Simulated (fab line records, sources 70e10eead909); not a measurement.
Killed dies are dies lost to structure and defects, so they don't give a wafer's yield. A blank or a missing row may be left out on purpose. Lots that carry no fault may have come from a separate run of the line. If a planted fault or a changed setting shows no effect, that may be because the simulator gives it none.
fab line records -- flow nand_harc
[record] lots = 11, wafers = 33, last_day = 33
route steps=1302 shown P_GATE@146
lots that met no fault: from a run of the same line without faults
start_h: start of the lot's first displayed wafer, in hours after the record's first day -- wait_h: hours since the lot's step before -- " repeats the value in the row above -- L1.1+2: a row that stands for several wafers -- - no value, or no start was given -- * or withheld: withheld -- < > ~ a bound
route shown NAME@n: NAME is a module with steps in the file, n the number in the route of the first one -- usual: mean/standard deviation of fault-free wafers -- same: alike in all rows -- chamber/n: place in a boat -- sites: each site's reading -- _std_site: standard deviation across them -- _edge_site: the outer-site mean with the inner-site mean subtracted -- radius_mm: for every site, how far away it sits from the centre of the wafer -- mask NAME#n: copy n -- behind: the tool/chamber that last shaped the wafer -- hold: the reason the lot was held/the length of the hold in hours/how it ended -- device: the transistor (n, p or np) that didn't switch -- end of line: the tests these same wafers got at the end of their route -- step lacking rows: just its recipe -- killed: at the first sort, the dies lost to defects and structure; wafer yield is something else -- map: per-die view of a wafer (x killed, . not killed, _ where there is no die)
set.NAME: the run value of the setting; set.NAME@STEP: its run value at that earlier step -- model.NAME: the simulator's own value behind a step, which no gauge read
the route's steps for a sample of lots (tables are steps, rows are wafers)
services: a tool's chamber out of use, with start hour (start_h, from the record's first day; less than 0 if before it), hours out, and reason
[[steps]]
[step NHARC_P_GATE_HM_OPEN_105]
[recipe] target_depth_a = 3600, o2_flow_sccm = 400, cos_flow_sccm = 20, ar_flow_sccm = 0, rf_w = 500, bias_w = 300, chemistry = O2/COS
[usual] bias_w = 300.0/0.9, chamber_pressure_mTorr = 20.000/0.02, drypump_motor_current_A = 5.7/0.43, oes_product_au = 0.998/0.0084, rf_vpp_V = 468.5/2.9, showerhead_plenum_p_Torr = 3.18/0.12, throttle_valve_pct = 28.330/0.0085
lot.wafer,tool,chamber,start_h,wait_h,bias_w,chamber_pressure_mTorr,drypump_motor_current_A,oes_product_au,rf_hours_counter_h,rf_vpp_V,showerhead_plenum_p_Torr,throttle_valve_pct
L638.4,rie_diel-03,0,-,-,299.5,19.970,5.5,0.996,0,468.8,3.22,28.336
L638.6,rie_diel-03,2,-,-,300.8,20.019,6.1,1.002,-,471.4,3.29,28.344
L638.5,rie_diel-03,3,-,-,302.3,19.971,4.8,0.996,-,472.5,3.31,28.332
L640.4,rie_diel-06,3,-,-,299.8,19.975,5.7,0.998,0,466.5,3.05,28.330
L640.2,rie_diel-06,1,-,-,299.3,20.013,5.4,0.983,0,467.3,3.20,28.339
L640.6,rie_diel-06,3,-,-,300.3,19.981,5.7,1.000,-,466.3,3.05,28.333
L643.1,rie_diel-03,0,-,-,299.8,19.986,5.5,1.003,4,467.9,3.22,28.329
L643.4,rie_diel-03,1,-,-,300.7,20.014,5.8,1.008,4,464.5,2.97,28.330
L643.2,rie_diel-03,3,-,-,299.9,20.011,4.8,1.003,3,470.5,3.30,28.336
L647.3,rie_diel-06,3,-,-,299.0,19.971,5.8,0.992,5,465.2,3.05,28.329
L647.1,rie_diel-06,0,-,-,301.4,20.011,6.1,0.996,5,470.4,3.29,28.334
L647.5,rie_diel-06,3,-,-,299.9,20.012,5.8,1.000,-,464.3,3.05,28.347
L648.3,rie_diel-06,2,-,-,301.4,19.981,6.2,0.985,4,465.7,3.09,28.347
L648.4,rie_diel-06,0,-,-,298.6,20.019,6.2,1.007,6,469.6,3.29,28.341
L648.6,rie_diel-06,2,-,-,301.1,19.985,6.1,0.999,-,465.0,3.09,28.320
L649.4,rie_diel-03,2,-,-,299.6,20.012,6.1,1.002,8,471.9,3.29,28.330
L649.2,rie_diel-03,1,-,-,300.5,19.984,5.8,1.005,8,462.7,2.96,28.337
L649.6,rie_diel-03,3,-,-,298.7,19.970,4.8,0.996,-,471.2,3.30,28.341
L650.2,rie_diel-03,2,-,-,297.9,20.013,6.1,1.006,8,471.9,3.29,28.339
L650.6,rie_diel-03,0,-,-,300.6,19.993,5.5,0.995,-,468.4,3.22,28.320
L650.5,rie_diel-03,1,-,-,298.8,19.991,5.7,1.002,-,463.8,2.96,28.320
L655.4,rie_diel-03,0,-,-,300.3,20.000,5.5,0.996,0,469.2,3.21,28.331
L655.5,rie_diel-03,0,-,-,299.2,19.987,5.5,0.996,-,468.5,3.22,28.319
L655.6,rie_diel-03,1,-,-,301.0,20.018,5.8,1.002,-,463.3,2.96,28.330
L657.1,rie_diel-03,0,-,-,300.0,20.020,5.5,0.994,2,470.3,3.21,28.330
L657.2,rie_diel-03,1,-,-,300.9,20.024,5.7,0.996,2,463.7,2.96,28.332
L657.6,rie_diel-03,0,-,-,300.4,19.989,5.5,0.986,-,469.8,3.21,28.327
L658.2,rie_diel-03,3,-,-,298.3,20.008,4.8,1.013,3,470.8,3.30,28.330
L658.5,rie_diel-03,2,-,-,298.8,20.008,6.1,1.002,-,470.9,3.28,28.329
L658.6,rie_diel-03,3,-,-,299.6,20.002,4.8,1.008,-,470.8,3.30,28.339
L659.1,rie_diel-03,3,-,-,300.5,20.002,4.8,1.008,3,471.3,3.30,28.347
L659.2,rie_diel-03,1,-,-,299.6,19.997,5.8,1.011,2,462.6,2.96,28.341
L659.5,rie_diel-03,3,-,-,300.5,19.995,4.8,1.003,-,471.4,3.30,28.328
[step NHARC_P_GATE_ETCH_32]
[recipe] target_depth_a = 1500, over_etch_frac = 1, over_etch_ion_energy_ev = 40, time_s = 100.1, hbr_flow_sccm = 150, cl2_flow_sccm = 50, rf_w = 400, icp_w = 400, bias_w = 100, chemistry = HBr/Cl2
[usual] bias_w = 100.01/0.29, chamber_pressure_mTorr = 15.000/0.018, drypump_motor_current_A = 6.0/0.38, oes_product_au = 0.999/0.0077, throttle_valve_pct = 26.406/0.0092
lot.wafer,tool,chamber,start_h,wait_h,bias_w,chamber_pressure_mTorr,drypump_motor_current_A,oes_product_au,rf_hours_counter_h,throttle_valve_pct
L638.4,rie_si-03,3,114.86,-,100.24,15.005,5.3,0.991,0.4,26.416
L638.6,rie_si-03,3,114.86,-,100.46,14.983,5.3,0.974,-,26.406
L638.5,rie_si-03,0,114.86,-,100.22,14.992,6.1,0.982,-,26.414
L640.4,rie_si-03,2,139.89,-,99.81,14.996,5.7,0.992,0.7,26.413
L640.2,rie_si-03,0,139.89,-,100.25,15.036,6.1,0.993,0.5,26.414
L640.6,rie_si-03,1,139.89,-,99.66,14.995,5.9,1.000,-,26.410
L643.2,rie_si-03,0,167.05,-,99.93,14.988,6.2,0.992,0.7,26.405
L643.4,rie_si-03,1,167.05,-,100.15,14.988,5.9,0.998,0.9,26.417
L643.1,rie_si-03,3,167.05,-,99.48,15.019,5.2,0.987,0.8,26.399
L647.1,rie_si-01,0,205.46,-,99.60,15.030,6.4,1.007,0.0,26.414
L647.3,rie_si-01,1,205.46,-,99.91,14.998,6.3,0.995,0.0,26.418
L647.5,rie_si-01,3,205.46,-,100.04,15.008,6.4,1.009,-,26.411
L648.3,rie_si-03,3,213.77,-,99.87,14.993,5.3,0.989,1.1,26.402
L648.4,rie_si-03,1,213.77,-,99.35,14.984,5.9,1.001,1.2,26.402
L648.6,rie_si-03,3,213.77,-,100.07,15.002,5.3,0.998,-,26.398
L649.4,rie_si-06,0,225.51,-,100.38,15.007,5.7,0.997,0.8,26.425
L649.2,rie_si-06,3,225.51,-,99.73,15.037,6.8,1.004,0.8,26.394
L649.6,rie_si-06,0,225.51,-,100.28,14.997,5.7,1.002,-,26.414
L650.2,rie_si-01,0,244.77,-,100.27,14.876,6.4,1.004,0.3,26.397
L650.6,rie_si-01,1,244.77,-,100.40,15.016,6.3,0.992,-,26.398
L650.5,rie_si-01,2,244.77,-,99.61,15.001,6.1,0.999,-,26.405
L655.4,rie_si-03,2,292.49,-,100.61,14.973,5.7,1.017,0.3,26.392
L655.5,rie_si-03,3,292.49,-,100.03,14.997,5.3,1.001,-,26.395
L655.6,rie_si-03,0,292.49,-,100.14,15.013,6.1,1.007,-,26.393
L657.2,rie_si-06,3,311.23,-,99.95,14.980,6.8,0.996,0.3,26.418
L657.1,rie_si-06,0,311.23,-,100.07,14.998,5.7,1.002,0.4,26.403
L657.6,rie_si-06,2,311.23,-,99.83,14.993,5.9,1.016,-,26.399
L658.2,rie_si-03,2,315.97,-,99.84,14.979,5.7,0.996,0.4,26.414
L658.5,rie_si-03,1,315.97,-,100.46,15.020,5.9,0.990,-,26.404
L658.6,rie_si-03,2,315.97,-,100.41,15.013,5.7,1.001,-,26.402
L659.1,rie_si-03,1,325.18,-,100.21,15.012,5.9,1.002,0.6,26.418
L659.2,rie_si-03,3,325.18,-,99.77,14.997,5.3,0.996,0.5,26.409
L659.5,rie_si-03,2,325.18,-,100.36,14.991,5.7,1.005,-,26.415
[step NHARC_P_GATE_PEB_44]
[recipe] peb_temp_c = 118, peb_time_s = 85
[usual] heater_power_total_W = 163.99/0.27, plate_temp_C = 118.02/0.13
[same] peb_time_s = 85
lot.wafer,tool,chamber,start_h,wait_h,heater_power_total_W,plate_temp_C
L638.4,litho_track-03,0,126.01,0.0,163.90,117.97
L638.5,litho_track-03,0,126.01,0.0,164.10,118.01
L638.6,litho_track-03,0,126.01,0.0,164.40,117.96
L640.2,litho_track-03,0,151.06,0.1,164.41,118.17
L640.4,litho_track-03,0,151.06,0.1,163.95,118.23
L640.6,litho_track-03,0,151.06,0.1,163.68,118.05
L643.1,litho_track-02,0,178.17,0.1,163.83,117.93
L643.2,litho_track-02,0,178.17,0.1,163.72,118.07
L643.4,litho_track-02,0,178.17,0.1,163.75,118.00
L647.1,litho_track-03,0,218.81,0.1,163.72,118.00
L647.3,litho_track-03,0,218.81,0.1,164.49,118.18
L647.5,litho_track-03,0,218.81,0.1,163.71,118.09
L648.3,litho_track-03,0,225.06,0.1,180.32,126.89
L648.4,litho_track-03,0,225.06,0.1,181.11,127.01
L648.6,litho_track-03,0,225.06,0.1,179.99,126.85
L649.2,litho_track-03,0,236.86,0.1,180.92,126.92
L649.4,litho_track-03,0,236.86,0.1,181.08,126.78
L649.6,litho_track-03,0,236.86,0.1,179.89,126.74
L650.2,litho_track-02,0,256.07,0.1,164.24,117.99
L650.5,litho_track-02,0,256.07,0.1,163.73,118.22
L650.6,litho_track-02,0,256.07,0.1,164.27,117.96
L655.4,litho_track-02,0,303.60,0.0,164.16,117.89
L655.5,litho_track-02,0,303.60,0.0,163.97,117.91
L655.6,litho_track-02,0,303.60,0.0,163.67,117.90
L657.1,litho_track-05,0,322.30,0.1,163.64,118.04
L657.2,litho_track-05,0,322.30,0.1,164.25,117.93
L657.6,litho_track-05,0,322.30,0.1,164.31,118.01
L658.2,litho_track-03,0,327.22,0.1,164.02,117.77
L658.5,litho_track-03,0,327.22,0.1,164.12,118.01
L658.6,litho_track-03,0,327.22,0.1,163.81,117.96
L659.1,litho_track-03,0,336.39,0.1,163.77,117.98
L659.2,litho_track-03,0,336.39,0.1,163.74,118.16
L659.5,litho_track-03,0,336.39,0.1,163.76,118.06
[step NHARC_P_GATE_CD_MEAS_46]
[recipe] target_cd_nm = 720, landing_energy_ev = 500
[usual] cd_nm = 720.3/1.3
lot.wafer,tool,chamber,start_h,wait_h,cd_nm
L638.4,cd_sem-02,0,126.10,-,718.8
L638.5,cd_sem-02,0,126.10,-,718.9
L638.6,cd_sem-02,0,126.10,-,720.3
L640.2,cd_sem-01,0,151.15,-,716.9
L640.4,cd_sem-01,0,151.15,-,720.0
L640.6,cd_sem-01,0,151.15,-,717.5
L643.1,cd_sem-02,0,178.26,-,721.8
L643.2,cd_sem-02,0,178.26,-,720.4
L643.4,cd_sem-02,0,178.26,-,721.5
L647.1,cd_sem-02,0,218.90,-,718.2
L647.3,cd_sem-02,0,218.90,-,718.2
L647.5,cd_sem-02,0,218.90,-,718.5
L648.3,cd_sem-02,0,225.15,-,730.6
L648.4,cd_sem-02,0,225.15,-,729.6
L648.6,cd_sem-02,0,225.15,-,730.5
L649.2,cd_sem-02,0,236.95,-,727.5
L649.4,cd_sem-02,0,236.95,-,729.6
L649.6,cd_sem-02,0,236.95,-,729.4
L650.2,cd_sem-02,0,256.17,-,722.6
L650.5,cd_sem-02,0,256.17,-,721.8
L650.6,cd_sem-02,0,256.17,-,723.6
L655.4,cd_sem-02,0,303.69,-,721.1
L655.5,cd_sem-02,0,303.69,-,721.5
L655.6,cd_sem-02,0,303.69,-,722.2
L657.1,cd_sem-02,0,322.39,-,720.5
L657.2,cd_sem-02,0,322.39,-,719.3
L657.6,cd_sem-02,0,322.39,-,719.5
L658.2,cd_sem-01,0,327.31,-,719.0
L658.5,cd_sem-01,0,327.31,-,719.6
L658.6,cd_sem-01,0,327.31,-,720.7
L659.1,cd_sem-02,0,336.48,-,719.7
L659.2,cd_sem-02,0,336.48,-,719.4
L659.5,cd_sem-02,0,336.48,-,718.9
[step NHARC_P_GATE_STRIP_75]
[recipe] power_w = 1500, temp_c = 250, chemistry = O2
[usual] drypump_motor_current_A = 5.42/0.29, heater_power_w = 339/15, rf_refl_power_W = 29/15
lot.wafer,tool,chamber,start_h,wait_h,drypump_motor_current_A,heater_power_w,rf_hours_counter_h,rf_refl_power_W
L638.4,plasma_asher-02,0,127.00,0.1,5.79,325,-,26
L638.6,plasma_asher-02,1,127.00,0.1,5.81,323,-,30
L638.5,plasma_asher-02,0,127.00,0.1,5.80,327,-,26
L640.2,plasma_asher-01,0,151.99,0.2,5.35,358,29,48
L640.4,plasma_asher-01,0,151.99,0.2,5.34,351,-,46
L640.6,plasma_asher-01,0,151.99,0.2,5.36,359,-,47
L643.2,plasma_asher-01,0,179.10,0.3,5.34,345,0,50
L643.1,plasma_asher-01,1,179.10,0.3,5.10,342,0,11
L643.4,plasma_asher-01,0,179.10,0.3,5.34,356,-,47
L647.1,plasma_asher-02,1,219.75,0.2,5.83,320,34,31
L647.3,plasma_asher-02,1,219.75,0.2,5.84,333,-,30
L647.5,plasma_asher-02,1,219.75,0.2,5.84,323,-,30
L648.3,plasma_asher-01,0,226.00,0.2,5.35,353,-,45
L648.4,plasma_asher-01,1,226.00,0.2,5.13,341,-,12
L648.6,plasma_asher-01,0,226.00,0.2,5.34,343,-,48
L649.2,plasma_asher-02,1,237.78,0.2,5.85,325,38,29
L649.4,plasma_asher-02,1,237.78,0.2,5.84,327,-,29
L649.6,plasma_asher-02,1,237.78,0.2,5.85,329,-,30
L650.2,plasma_asher-01,1,257.37,0.2,5.13,351,16,11
L650.6,plasma_asher-01,0,257.37,0.2,5.35,346,-,48
L650.5,plasma_asher-01,1,257.37,0.2,5.10,351,-,11
L655.4,plasma_asher-02,0,304.55,0.1,5.78,326,-,26
L655.6,plasma_asher-02,1,304.55,0.1,5.84,322,-,30
L655.5,plasma_asher-02,0,304.55,0.1,5.76,321,-,26
L657.1,plasma_asher-01,0,323.22,0.3,5.37,365,31,47
L657.2,plasma_asher-01,1,323.22,0.3,5.09,341,31,11
L657.6,plasma_asher-01,0,323.22,0.3,5.36,356,-,49
L658.2,plasma_asher-01,0,328.15,0.2,5.34,351,33,44
L658.6,plasma_asher-01,1,328.15,0.2,5.11,341,-,11
L658.5,plasma_asher-01,0,328.15,0.2,5.37,348,-,46
L659.1,plasma_asher-02,1,337.31,0.2,5.84,330,17,30
L659.2,plasma_asher-02,0,337.31,0.2,5.82,321,17,26
L659.5,plasma_asher-02,0,337.31,0.2,5.77,317,-,26
[[services]]
tool,chamber,start_h,hours,kind
litho_track-03,-,100.00,7.0,pm
rie_si-06,1,102.99,2.5,repair
rie_diel-03,-,104.30,9.0,pm
rie_diel-06,2,124.25,1.3,repair
plasma_asher-01,-,124.27,14.3,repair
rie_diel-06,-,130.20,9.0,pm
rie_diel-06,2,153.30,14.5,repair
rie_si-01,3,155.20,2.3,repair
rie_diel-03,-,156.79,0.7,repair
plasma_asher-01,-,165.00,9.0,pm
rie_si-01,-,193.06,9.0,pm
rie_si-03,0,202.57,4.0,repair
rie_si-03,-,221.00,9.0,pm
litho_track-02,-,227.00,7.0,pm
rie_diel-03,0,240.65,3.4,repair
rie_diel-03,3,243.90,21.7,repair
rie_si-06,-,249.00,9.0,pm
plasma_asher-02,-,249.25,9.0,pm
litho_track-03,-,275.00,7.0,pm
rie_diel-03,-,281.30,9.0,pm
rie_diel-06,-,307.20,9.0,pm
rie_si-01,3,313.27,1.6,repair
rie_diel-03,3,317.44,2.6,repair
rie_si-01,1,324.94,2.1,repair
[[key]]
[first_sign] step = NHARC_P_GATE_PEB_44, reading = plate_temp_C, direction = up, sigmas = 67, usual = *, struck = *
[effect] step = NHARC_P_GATE_PEB_44, reading = heater_power_total_W, direction = up, sigmas = 61, usual = *, struck = *
[effect] step = NHARC_P_GATE_CD_MEAS_46, reading = cd_nm, direction = up, sigmas = 7.2, usual = 720.3, struck = 729.5
met_at NHARC_P_GATE_PEB_44
struck_lots L648,L649
tester_left_out L648,L649
not_acting_at NHARC_P_GATE_HM_OPEN_105,NHARC_P_GATE_ETCH_32,NHARC_P_GATE_STRIP_75
onset_between 218.81 225.06
[fault] kind = process_parameter_drift, tool = litho_track-03, chamber = -, onset_h = 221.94, steps = NHARC_P_GATE_PEB_44, channel = peb_temp_c, offset = *, shape = step, end_h = 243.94, acts_in = *, stated = *
// tester_left_out: of these lots the tester's yield and bins aren't shown, on N5 and GAA mostly nor the transistor test; their killed dies are dies lost to structure and defects alone, not to doping, threshold or leakage, so they don't give the yield
